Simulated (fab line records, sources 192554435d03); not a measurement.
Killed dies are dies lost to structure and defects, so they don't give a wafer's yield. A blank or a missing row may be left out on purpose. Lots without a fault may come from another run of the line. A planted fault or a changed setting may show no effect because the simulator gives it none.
Chamber matching | flow n5_finfet | N5_BEOL_M12_ETCH_68 on rie_diel-01: 4 sister chambers
The step etches SOC in N2/H2, time 285 s. 20 wafers are shown with their chamber, then 10 later ones without.

WAFERS WITH THEIR CHAMBER
wafer  | chamber | drypump_motor_current_A (A) | throttle_valve_pct (%) | oes_product_au (a.u.)
L076.2 | 2       | 5.7                         | 17.84                  | 0.92
L076.5 | 2       | 5.7                         | 17.84                  | 0.93
L076.6 | 1       | 5.8                         | 17.45                  | 0.69
L075.3 | 0       | 5.9                         | 17.73                  | 0.87
L075.5 | 0       | 5.9                         | 17.76                  | 0.88
L075.6 | 3       | 5.6                         | 18.11                  | 0.67
L080.2 | 0       | 5.9                         | 17.79                  | 0.87
L080.4 | 2       | 5.7                         | 17.86                  | 0.90
L080.6 | 0       | 5.9                         | 17.76                  | 0.86
L081.1 | 2       | 5.7                         | 17.88                  | 0.89
L081.4 | 1       | 5.8                         | 17.51                  | 0.67
L081.6 | 0       | 5.9                         | 17.79                  | 0.86
L084.2 | 1       | 5.7                         | 17.50                  | 0.67
L084.4 | 2       | 5.7                         | 17.88                  | 0.86
L084.6 | 3       | 5.6                         | 17.72                  | 1.00
L086.2 | 3       | 5.6                         | 17.76                  | 0.96
L086.3 | 0       | 5.9                         | 17.80                  | 0.83
L086.6 | 3       | 5.5                         | 17.75                  | 0.96
L088.1 | 3       | 5.5                         | 17.75                  | 0.92
L088.2 | 0       | 5.9                         | 17.82                  | 0.82

SIGNATURES (means of the wafers above)
reading                 | chamber 0 | chamber 1 | chamber 2 | chamber 3 | scatter within a chamber
drypump_motor_current_A | 5.900     | 5.767     | 5.700     | 5.560     | 0.0342
throttle_valve_pct      | 17.7786   | 17.4867   | 17.8600   | 17.8180   | 0.0854
oes_product_au          | 0.8557    | 0.6767    | 0.9000    | 0.9020    | 0.0692
Rule: a wafer's distance from a chamber is the root of the sum, over the readings, of the square of ((its reading less the chamber's mean) divided by the reading's scatter). The wafer belongs to the nearest chamber; if the next one is less than 2 further off, it can't be placed. The scatter: the root of (the sum of the squares of (reading less its chamber's mean) over the shown wafers, divided by (wafers less chambers)).

WAFERS WITHOUT THEIR CHAMBER
wafer  | drypump_motor_current_A (A) | throttle_valve_pct (%) | oes_product_au (a.u.)
L088.3 | 5.7                         | 17.91                  | 0.84
L093.1 | 5.9                         | 17.83                  | 0.82
L093.2 | 5.5                         | 17.75                  | 0.92
L093.5 | 5.9                         | 17.83                  | 0.82
L096.1 | 5.8                         | 17.12                  | 0.94
L096.3 | 5.5                         | 17.78                  | 0.90
L096.4 | 5.9                         | 17.85                  | 0.81
L097.2 | 5.6                         | 17.79                  | 0.88
L097.4 | 5.8                         | 17.95                  | 0.81
L097.5 | 5.8                         | 17.15                  | 0.93

WHICH CHAMBER EACH WENT THROUGH
wafer  | from the rows above     | in truth
L088.3 | 2                       | 2
L093.1 | 0                       | 0
L093.2 | 3                       | 3
L093.5 | 0                       | 0
L096.1 | 1                       | 1
L096.3 | 3                       | 3
L096.4 | 0                       | 0
L097.2 | can't be placed: 3 or 2 | 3
L097.4 | can't be placed: 2 or 0 | 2
L097.5 | 1                       | 1
Placed correctly: 8 of 10. Can't be placed from these rows: 2 (the true chamber is among the candidates in 2). Placed wrongly: 0.
